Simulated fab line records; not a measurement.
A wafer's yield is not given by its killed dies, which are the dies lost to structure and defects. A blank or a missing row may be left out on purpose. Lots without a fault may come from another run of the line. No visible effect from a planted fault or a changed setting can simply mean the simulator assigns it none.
Matching of chambers || flow nand harc || 3 sister chambers for NHARC_A_SGD_CUT_DEP_00 on pecvd-02
The step deposits SiNx, target thk 50 nm. 6 wafers are shown with their chamber, then 8 later ones without.

WAFERS PAIRED WITH THEIR CHAMBERS
{"wafer": "L084.3", "chamber": 1, "heater power outer w (W)": 530, "heater power w (W)": 877}
{"wafer": "L084.6", "chamber": 0, "heater power outer w (W)": 466, "heater power w (W)": 746}
{"wafer": "L093.1", "chamber": 0, "heater power outer w (W)": 458, "heater power w (W)": 729}
{"wafer": "L093.3", "chamber": 2, "heater power outer w (W)": 373, "heater power w (W)": 684}
{"wafer": "L093.5", "chamber": 2, "heater power outer w (W)": 367, "heater power w (W)": 672}
{"wafer": "L095.1", "chamber": 1, "heater power outer w (W)": 448, "heater power w (W)": 730}

WAFERS WITH NO CHAMBER GIVEN
{"wafer": "L095.2", "heater power outer w (W)": 347, "heater power w (W)": 621}
{"wafer": "L095.6", "heater power outer w (W)": 445, "heater power w (W)": 735}
{"wafer": "L096.4", "heater power outer w (W)": 521, "heater power w (W)": 832}
{"wafer": "L096.5", "heater power outer w (W)": 364, "heater power w (W)": 655}
{"wafer": "L096.6", "heater power outer w (W)": 413, "heater power w (W)": 647}
{"wafer": "L097.2", "heater power outer w (W)": 578, "heater power w (W)": 912}
{"wafer": "L097.5", "heater power outer w (W)": 320, "heater power w (W)": 597}
{"wafer": "L097.6", "heater power outer w (W)": 456, "heater power w (W)": 730}

WHICH CHAMBER EACH ONE RAN IN
{"wafer": "L095.2", "from the rows above": 2, "in truth": 2}
{"wafer": "L095.6", "from the rows above": "can't be placed: 0 or 1 or 2", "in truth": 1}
{"wafer": "L096.4", "from the rows above": "can't be placed: 1 or 0", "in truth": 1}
{"wafer": "L096.5", "from the rows above": 2, "in truth": 2}
{"wafer": "L096.6", "from the rows above": "can't be placed: 2 or 0", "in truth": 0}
{"wafer": "L097.2", "from the rows above": "can't be placed: 1 or 0", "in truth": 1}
{"wafer": "L097.5", "from the rows above": 2, "in truth": 2}
{"wafer": "L097.6", "from the rows above": "can't be placed: 0 or 1", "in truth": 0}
Correctly placed: 3 of 8. From these rows, 5 cannot be placed; in 5 the true chamber is one of the candidates. Wrongly placed: 0.
How it was worked out, from the rows above alone: a wafer's distance from a chamber is the root of the sum, over the readings, of the square of ((its reading less the chamber's mean) divided by the reading's scatter). The wafer belongs to the nearest chamber; if the next one is less than 2 further off, it can't be placed. Each chamber's mean is taken over the wafers shown for it. How the scatter is found: for the shown wafers, subtract from each reading the mean of its chamber, square and add these, divide the total by (wafers less chambers), then take the root.
